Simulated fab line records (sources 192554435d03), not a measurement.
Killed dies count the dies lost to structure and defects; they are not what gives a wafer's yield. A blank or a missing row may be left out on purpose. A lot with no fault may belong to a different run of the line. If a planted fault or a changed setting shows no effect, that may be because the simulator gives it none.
Code-filled problem report in 8D (eight disciplines) form | flow n5-finfet | the parts of the form that need people (team, actions taken, sign-off) are left out

== 1. WHAT WENT WRONG ==
chamber-pressure-mTorr at N5_BEOL_M15_STRIP_37 reads a mean of 20.98 mTorr on 1 wafer of 1 lot; wafers without a fault read 30.00 mTorr with a standard deviation of 0.037. So: -99 or more standard deviations from the usual mean.
The step: strips in O2.
Earliest sighting: wafer L902.3 on rie-diel-02 at day 13 14:08. At this step, 33 wafers from 11 lots have a number in the record. The rule behind "out" and "out of limits": a value lying over 4 standard deviations away from the usual mean. All remaining wafers that have a number are taken as sound.

== 2. WHAT THIS IS AND IS NOT ==
question                    | is                     | is not
which readings at this step | chamber-pressure-mTorr | drypump-motor-current-A, oes-product-au, rf-vpp-V, showerhead-plenum-p-Torr, throttle-valve-pct
which lots                  | L902                   | L893, L894, L895, L896, L899, L911, L912, L913, L914, L915
which wafers of those lots  | L902.3                 | L902.4, L902.5
read on which tools         | rie-diel-02            | rie-diel-03, rie-diel-04
when                        | from day 13 14:08      | up to then (17 sound wafers); but 15 sound wafers of L911, L912, L913, L914, L915 came after

== 3. THE SUSPECTS, EACH WITH WHAT RULES IT OUT ==
Counting: a tool at a process step up to the reading stays a suspect if it ran every lot that is out. Sound lots after the first of them don't rule it out here, since some wafers of a struck lot are sound.
- rie-diel-02 at N5_BEOL_M15_STRIP_37 (strips in O2): kept. The lot that is out, L902, ran on it at day 13 14:08; the last sound lot it ran before that was L896, at day 12 15:31. Out on those wafers are its own readings of chamber-pressure-mTorr.
- rie-diel-02, N5_BEOL_M15_STRIP_37: wafers that are out in chamber 3, sound lot-mates in chambers 0, 2.
Left after counting: rie-diel-02 at N5_BEOL_M15_STRIP_37.

== 4. THE CAUSE (what the simulator had put in) ==
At N5_BEOL_M15_STRIP_37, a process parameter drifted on rie-diel-02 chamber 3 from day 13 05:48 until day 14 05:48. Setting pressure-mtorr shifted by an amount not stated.
This tool alone remained once counting was done.

== 5. THE CHAIN OF EFFECTS, in route order ==
Each row: a reading whose mean over the struck wafers that have a number lies more than 3 standard deviations from the usual. Readings are gone through only where the record gives a usual standard deviation; hours: the median, over the lots, of the time from a lot's start at the first step in this table giving one to that lot's start at this step; sigmas: the change measured in usual standard deviations.
hours | step                 | reading                | usual       | on struck wafers | change | sigmas
0     | N5_BEOL_M15_STRIP_37 | chamber-pressure-mTorr | 30.00 mTorr | 20.98            | -9.02  | -99 or more
Here are the process steps it includes:
- N5_BEOL_M15_STRIP_37: strips in O2.

== 6. WHAT WOULD HAVE CAUGHT IT SOONER ==
The fault began at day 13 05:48; the first out-of-limits reading in this record came at day 13 14:08, 8 hours later.
